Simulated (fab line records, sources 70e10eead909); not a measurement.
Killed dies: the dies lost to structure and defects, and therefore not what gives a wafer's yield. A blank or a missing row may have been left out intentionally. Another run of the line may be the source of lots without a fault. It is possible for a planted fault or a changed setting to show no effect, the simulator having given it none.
fab line records -- flow nandHarc
[record] lots = 5, wafers = 15, lastDay = 25
route steps=1159 shown A_WL_FILL@820 A_CONTACT@840 END@1159
lots untouched by any fault: they come from a run of this same line in which no faults occurred
startH: the number of hours between the record's first day and the start of the first shown wafer of the lot -- waitH: hours from the lot's prior step to this one -- " same as the row above -- L1.1+2: a row that stands for several wafers -- - either no value or no given start -- * or withheld: withheld -- < > ~ a bound
route shown NAME@n: names a module that has steps shown in the file, with the first one's number in the route -- usual: average and standard deviation across the fault-free wafers -- same: alike in all rows -- chamber/n: place in a boat -- sites: the reading at each site -- _std_site: how widely they spread, as a standard deviation -- _edge_site: outer sites' mean less inner sites' -- radiusMm: for every site, how far away it sits from the centre of the wafer -- mask NAME#n: copy n -- behind: tool/chamber where the wafer was last shaped -- hold: the reason the lot was held/the length of the hold in hours/how it ended -- device: names the non-switching transistor (n, p or np) -- end of line: tests run on the same wafers once the route is complete -- a step without rows: its recipe alone -- killed: the dies lost at the first sort to structure and to defects; this is not the yield of the wafer -- map: per-die view of a wafer (x killed, . not killed, _ where there is no die)
set.NAME: the run value of the setting; set.NAME@STEP: its run value at that earlier step -- model.NAME: the simulator's own value behind a step, which no gauge read
certain route steps with their lots: each step a table, each wafer a row
services: when a tool's chamber went out of use (startH, in hours from the record's first day, below 0 if earlier), for how many hours, and the reason
[[steps]]
[step NHARC_A_WL_FILL_ANNEAL_08]
[recipe] tempC = 450, timeS = 1800
[step NHARC_A_WL_FILL_ALD_10]
[recipe] targetThkA = 500, pulseTimeS = 10, aldCycles = 500, tempC = 300, material = SiO2
[usual] heaterPowerW = 464/33, precursorPulseHeightRel = 1.000/0.02
lot.wafer,tool,chamber,startH,waitH,heaterPowerW,precursorPulseHeightRel
L422.3,aldHk-04,3,391.00,2.5,457,1.024
L422.2,aldHk-04,1,392.02,3.5,437,1.003
L422.1,aldHk-04,2,392.02,3.5,478,1.008
L418.2,aldHk-02,3,393.90,0.1,472,1.004
L418.3,aldHk-02,0,393.90,0.1,510,0.996
L418.4,aldHk-02,1,393.90,0.1,470,0.990
L427.2,aldHk-03,3,448.41,1.1,452,0.959
L427.4,aldHk-03,0,448.41,1.1,476,0.998
L427.5,aldHk-03,1,448.41,1.1,376,1.025
L432.1,aldHk-03,1,467.20,1.1,384,1.025
L432.3,aldHk-03,2,467.20,1.1,490,0.986
L432.6,aldHk-03,3,467.20,1.1,451,0.979
L434.4,aldHk-03,3,470.37,0.0,438,1.043
L434.3,aldHk-03,1,471.39,1.1,384,1.008
L434.5,aldHk-03,3,472.40,2.1,449,1.004
[step NHARC_A_WL_FILL_ETCHBACK_16]
[recipe] targetDepthA = 880, timeS = 17.6, c4f8FlowSccm = withheld, o2FlowSccm = 8, arFlowSccm = withheld, rfW = 600, biasW = 800, chemistry = C4F8/O2/Ar
[step NHARC_A_WL_FILL_STRIP_29]
[recipe] timeS = 20, o2FlowSccm = 500, arFlowSccm = 0, biasW = 0, chemistry = O2
[usual] drypumpMotorCurrentA = 5.9/0.54, oesProductAu = 1.003/0.014, rfVppV = 58.0/0.99, showerheadPlenumPTorr = 3.58/0.15, throttleValvePct = 17.037/0.0089
lot.wafer,tool,chamber,startH,waitH,drypumpMotorCurrentA,oesProductAu,rfHoursCounterH,rfVppV,showerheadPlenumPTorr,throttleValvePct
L422.2,rieDiel-11,0,395.71,0.1,6.4,1.004,0.9,58.2,3.55,17.027
L422.1,rieDiel-11,1,395.71,0.1,5.7,1.003,1.9,57.5,3.55,17.038
L422.3,rieDiel-11,3,395.71,0.1,5.3,1.015,2.2,59.4,3.74,17.038
L418.4,rieDiel-11,1,398.63,0.1,5.7,0.992,1.9,58.3,3.55,17.037
L418.3,rieDiel-11,2,398.63,0.1,5.8,1.002,2.0,57.8,3.43,17.039
L418.2,rieDiel-11,3,398.63,0.1,5.3,1.016,2.2,58.6,3.74,17.039
L427.4,rieDiel-11,0,452.11,0.1,6.3,1.011,3.4,58.2,3.55,17.028
L427.2,rieDiel-11,1,452.11,0.1,5.7,0.991,4.4,58.6,3.55,17.036
L427.5,rieDiel-11,3,452.11,0.1,5.3,1.015,-,58.7,3.74,17.021
L432.1,rieDiel-11,3,470.90,0.1,5.3,1.008,5.9,57.9,3.74,17.055
L432.3,rieDiel-11,0,470.90,0.1,6.3,1.022,4.5,58.7,3.55,17.028
L432.6,rieDiel-11,2,470.90,0.1,5.8,1.012,-,57.4,3.43,17.038
L434.3,rieDiel-10,3,475.06,0.1,5.7,0.981,2.6,58.3,3.66,17.042
L434.4,rieDiel-10,0,475.06,0.1,6.1,1.003,2.5,59.5,3.74,17.028
L434.5,rieDiel-10,3,475.06,0.1,5.7,0.986,-,58.3,3.66,17.025
[step NHARC_A_WL_FILL_ETCHBACK_17]
[recipe] targetDepthA = 40, timeS = 26.7, chemistry = Cl2/BCl3
[usual] drypumpMotorCurrentA = 5.3/0.39, oesProductAu = 0.992/0.011
lot.wafer,tool,chamber,startH,waitH,drypumpMotorCurrentA,oesProductAu,rfHoursCounterH
L422.2,rieMetal-01,0,395.80,-,6.0,0.999,1.7
L422.1,rieMetal-01,1,395.80,-,5.5,1.000,1.7
L422.3,rieMetal-01,0,395.80,-,6.0,0.989,-
L418.2,rieMetal-03,1,398.75,-,5.5,0.972,3.5
L418.3,rieMetal-03,0,398.75,-,5.1,0.998,-
L418.4,rieMetal-03,1,398.75,-,5.5,0.984,-
L427.2,rieMetal-03,0,452.21,-,5.1,1.004,4.7
L427.4,rieMetal-03,1,452.21,-,5.6,0.985,-
L427.5,rieMetal-03,1,452.21,-,5.6,0.973,-
L432.1,rieMetal-03,0,470.98,-,5.1,0.970,0.2
L432.3,rieMetal-03,0,470.98,-,5.1,0.976,-
L432.6,rieMetal-03,0,470.98,-,5.1,0.987,-
L434.3,rieMetal-02,1,475.19,-,4.9,0.997,-
L434.4,rieMetal-02,0,475.19,-,4.8,1.009,-
L434.5,rieMetal-02,0,475.19,-,4.8,1.012,-
[step NHARC_A_WL_FILL_PRECLEAN_18]
[recipe] timeS = 30, chemistry = dHF
[step NHARC_A_WL_FILL_SRD_21]
[step NHARC_A_WL_FILL_CVD_23]
[recipe] targetThkA = 400, tempC = 620, pressureMtorr = 200, timeS = 800, material = poly-Si
[step NHARC_A_WL_FILL_ETCHBACK_26]
[recipe] targetDepthA = 520, timeS = 13.3, hbrFlowSccm = 150, rfW = 350, icpW = 350, biasW = 60, chemistry = HBr
[usual] drypumpMotorCurrentA = 5.9/0.45, oesProductAu = 1.000/0.013, throttleValvePct = 23.264/0.0095
lot.wafer,tool,chamber,startH,waitH,drypumpMotorCurrentA,oesProductAu,rfHoursCounterH,throttleValvePct
L422.3,rieSi-05,3,398.75,0.4,6.4,0.986,1.0,23.268
L422.2,rieSi-05,0,398.75,0.4,5.9,0.990,1.1,23.267
L422.1,rieSi-05,2,398.75,0.4,6.1,1.011,1.0,23.260
L418.4,rieSi-05,1,403.80,0.4,6.1,0.993,1.1,23.280
L418.3,rieSi-05,2,403.80,0.4,6.1,0.997,1.0,23.276
L418.2,rieSi-05,3,403.80,0.4,6.3,0.974,1.0,23.276
L427.2,rieSi-02,0,457.57,0.4,5.2,1.015,0.5,23.256
L427.4,rieSi-02,3,457.57,0.4,5.6,1.006,0.6,23.273
L427.5,rieSi-02,1,457.57,0.4,6.0,1.029,-,23.266
L432.3,rieSi-02,0,476.01,0.4,5.2,1.013,0.6,23.256
L432.1,rieSi-02,2,476.01,0.4,6.4,1.016,0.7,23.247
L432.6,rieSi-02,0,476.01,0.4,5.2,1.011,-,23.246
L434.4,rieSi-02,1,479.18,0.4,6.1,1.011,0.7,23.261
L434.3,rieSi-02,2,479.18,0.4,6.4,1.016,0.7,23.265
L434.5,rieSi-02,0,479.18,0.4,5.2,0.995,-,23.264
[step NHARC_A_WL_FILL_PRECLEAN_30]
[recipe] timeS = 10, chemistry = dHF
[step NHARC_A_WL_FILL_SRD_14]
[step NHARC_A_WL_FILL_ALD_19]
[recipe] targetThkA = 20, pulseTimeS = 3, aldCycles = 100, tempC = 450, material = TiN
[usual] heaterPowerW = 1078/120, precursorPulseHeightRel = 1.003/0.02
lot.wafer,tool,chamber,startH,waitH,heaterPowerW,precursorPulseHeightRel
L422.3,aldMetal-04,3,399.01,0.1,1025,0.987
L422.2,aldMetal-04,0,399.01,0.1,1053,1.006
L422.1,aldMetal-04,1,399.01,0.1,865,1.026
L418.3,aldMetal-03,0,404.06,0.1,1183,0.989
L418.2,aldMetal-03,1,404.06,0.1,978,1.009
L418.4,aldMetal-03,3,404.06,0.1,1148,0.984
L427.2,aldMetal-04,3,457.83,0.1,1009,1.000
L427.4,aldMetal-04,2,457.83,0.1,1037,0.989
L427.5,aldMetal-04,0,457.83,0.1,1028,0.996
L432.3,aldMetal-04,2,476.30,0.1,1084,1.017
L432.1,aldMetal-04,0,476.30,0.1,1042,1.037
L432.6,aldMetal-04,2,476.30,0.1,1055,1.004
L434.4,aldMetal-03,3,479.43,0.1,1134,0.979
L434.3,aldMetal-03,2,479.43,0.1,1287,0.989
L434.5,aldMetal-03,3,479.43,0.1,1178,1.011
[step NHARC_A_WL_FILL_CVD_20]
[recipe] targetThkA = 750, tempC = 300, pressureTorr = 40, wf6FlowSccm = 40, h2FlowSccm = 1600, arFlowSccm = 1560, timeS = 5064, material = W
[step NHARC_A_WL_FILL_CMP_12]
[recipe] tOverpolishS = 30, targetThkNm = 75
[step NHARC_A_WL_FILL_SRD_31]
[step NHARC_A_CONTACT_DEP_24]
[recipe] targetThkA = 5000, tempC = 400, pressureTorr = 6.5, rfW = 900, teosFlowSccm = 161.4, flowSccm = 2650, targetThkNm = 500, gas = O2, material = SiO2
[usual] heaterPowerW = 497/110, throttleValvePct = 16.1/0.58
lot.wafer,tool,chamber,startH,waitH,hold,heaterPowerW,throttleValvePct
L422.2,pecvd-01,0,404.81,0.1,-,613,16.4
L422.3,pecvd-01,1,404.81,0.1,-,408,15.8
L422.1,pecvd-01,2,404.81,0.1,-,517,15.8
L418.2,pecvd-01,0,410.94,0.3,-,540,16.7
L418.3,pecvd-01,1,410.94,0.3,-,440,15.7
L418.4,pecvd-01,1,410.94,0.3,-,477,15.6
L427.2,pecvd-02,0,471.11,0.2,-,685,16.6
L427.4,pecvd-02,1,471.11,0.2,-,429,16.0
L427.5,pecvd-02,2,471.11,0.2,-,487,15.8
L432.1,pecvd-04,1,487.90,2.5,awaitDispo/2.4h/release,287,16.5
L432.3,pecvd-04,2,487.90,2.5,awaitDispo/2.4h/release,600,15.9
L432.6,pecvd-04,1,487.90,2.5,awaitDispo/2.4h/release,317,16.6
L434.3,pecvd-02,0,494.80,0.1,-,719,16.9
L434.5,pecvd-02,0,494.80,0.1,-,546,16.9
L434.4,pecvd-02,2,494.80,0.1,-,496,15.9
[step NHARC_END_SORT_01]
[recipe] tempC = 25
[usual] killedAtArray = 26/9.1, killedAtOther = 0.7/0.9, killedAtPeriphery = 3.6/2.8, killedDies = 30/9.2, killedOpen = 3.0/1.9, killedShort = 2.0/1.4
[same] grossDies = 677
lot.wafer,tool,chamber,startH,waitH,killedAtArray,killedAtOther,killedAtPeriphery,killedDies,killedOpen,killedShort
L432.1,prober-02,0,588.87,2.5,77,0,2,79,1,0
L432.3,prober-02,0,590.48,3.1,101,0,2,103,2,3
L432.6,prober-02,0,592.88,4.0,92,0,3,95,2,3
// killed by level:class
L432.1 A_WL_FILL:unspecified=46 A_CHANNEL_HOLE_D1:chamberFilmFlake=17 A_CONTACT:chamberFilmFlake=6 A_WL_FILL:chamberFilmFlake=5 A_SLIT:chamberFilmFlake=2 A_M1:geometricParticle:open=1 P_STI:chamberFilmFlake=1 P_BONDPAD:chamberFilmFlake=1
L432.3 A_WL_FILL:unspecified=66 A_CHANNEL_HOLE_D1:chamberFilmFlake=21 A_SLIT:chamberFilmFlake=5 A_CONTACT:chamberFilmFlake=3 A_WL_FILL:chamberFilmFlake=2 P_M0:geometricParticle:short=1 A_ONON_D1:geometricParticle:short=1 A_CHANNEL_HOLE_D1:geometricParticle:open=1
L432.6 A_WL_FILL:unspecified=62 A_CHANNEL_HOLE_D1:chamberFilmFlake=18 A_WL_FILL:chamberFilmFlake=4 A_CONTACT:chamberFilmFlake=3 P_M0:geometricParticle:open=1 P_M0:geometricParticle:short=1 P_BONDPAD:geometricParticle:open=1 A_CHANNEL_FILL_D1:geometricParticle:short=1
// map L432.3 (x killed, . not)
____________.____________
_________......._________
_______....x......_______
______.............______
_____..............._____
____............x....____
____.................____
___...................___
___...................___
__.....................__
__.................x...__
_......................._
_......................._
_......................._
_.......x..............._
_.....x................._
......x.......x..........
..x....x.................
.....xx..................
...xx.xxx................
....x.xx.................
_.xx.x.x..x............._
_....x.x...xx.x..x.x...._
_.....x..xxxx.x....x...._
_x...x.x.x.xxxxx........_
_.........xxxxx........._
__.......xxxxxxx.......__
__.......xxxxxxxx......__
___.....xxxxxxx.x.....___
___.....x.xxxxxxx.....___
____......xxxxx......____
____....x.xxxxxx.....____
_____......xxxx.x..._____
______.....xxx.....______
_______..........._______
_________......._________
____________.____________
// map L422.1 (x killed, . not)
____________.____________
_________x......_________
_______....x....x._______
______.............______
_____.....x.......x._____
____.................____
____.................____
___...................___
___..........x........___
__.....................__
__..............x......__
_...x..................._
_......................._
_.xx...................._
_.x.xx.................._
_x.....x................_
.x.......................
.........................
....x...................x
..x......................
....x...................x
_x......................_
_......................._
_..................xxx.._
_......................._
_....................x.._
__..................x..__
__..................x..__
___...................___
___............x......___
____.................____
____.................____
_____.......x......x_____
______.............______
_______......x...._______
_________......._________
____________.____________
[[services]]
tool,chamber,startH,hours,kind
pecvd-04,-,376.00,13.0,pm
rieDiel-11,0,378.64,8.6,repair
rieMetal-02,-,388.00,9.0,pm
rieSi-02,-,388.00,9.0,pm
rieSi-05,-,390.93,0.5,repair
rieSi-02,-,397.67,0.1,repair
rieMetal-01,1,401.92,3.8,repair
rieDiel-11,1,402.58,2.2,repair
aldMetal-04,-,406.00,10.0,pm
aldMetal-03,2,408.90,23.8,repair
rieMetal-02,-,409.06,0.7,repair
pecvd-01,-,411.29,0.9,repair
rieSi-05,-,416.00,9.0,pm
pecvd-01,-,418.26,13.0,pm
aldHk-03,-,451.44,0.6,repair
rieMetal-03,-,453.04,9.0,pm
aldMetal-04,-,456.76,0.4,repair
aldHk-02,-,458.40,10.0,pm
aldMetal-04,-,465.79,0.9,repair
rieSi-05,3,470.52,3.3,repair
pecvd-01,2,477.28,21.3,repair
rieDiel-11,3,483.62,17.8,repair
rieDiel-10,3,489.95,9.5,repair
rieDiel-11,1,492.55,4.6,repair
[[key]]
[firstSign] step = NHARC_END_SORT_01, reading = killedAtArray, direction = up, sigmas = 7, usual = 26, struck = 90
[effect] step = NHARC_END_SORT_01, reading = killedDies, direction = up, sigmas = 6.7, usual = 30, struck = 92
[moreKillsBornAt] NHARC_A_WL_FILL_ALD_19@aldMetal-04 = 174
metAt NHARC_A_WL_FILL_ALD_19
struckWafers L432.1,L432.3,L432.6
testerLeftOut L432
onsetBetween 457.83 476.30
alsoFits NHARC_A_WL_FILL_STRIP_29:rieDiel-11,NHARC_A_WL_FILL_ETCHBACK_17:rieMetal-03
[fault] kind = chamberParticleSource, tool = aldMetal-04, chamber = -, onsetH = 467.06, steps = NHARC_A_WL_FILL_ALD_19, ratePerVisitCm2 = 0.3811, endH = 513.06
// testerLeftOut: of these lots the tester's yield and bins aren't shown, on N5 and GAA mostly nor the transistor test; their killed dies are dies lost to structure and defects alone, not to doping, threshold or leakage, so they don't give the yield
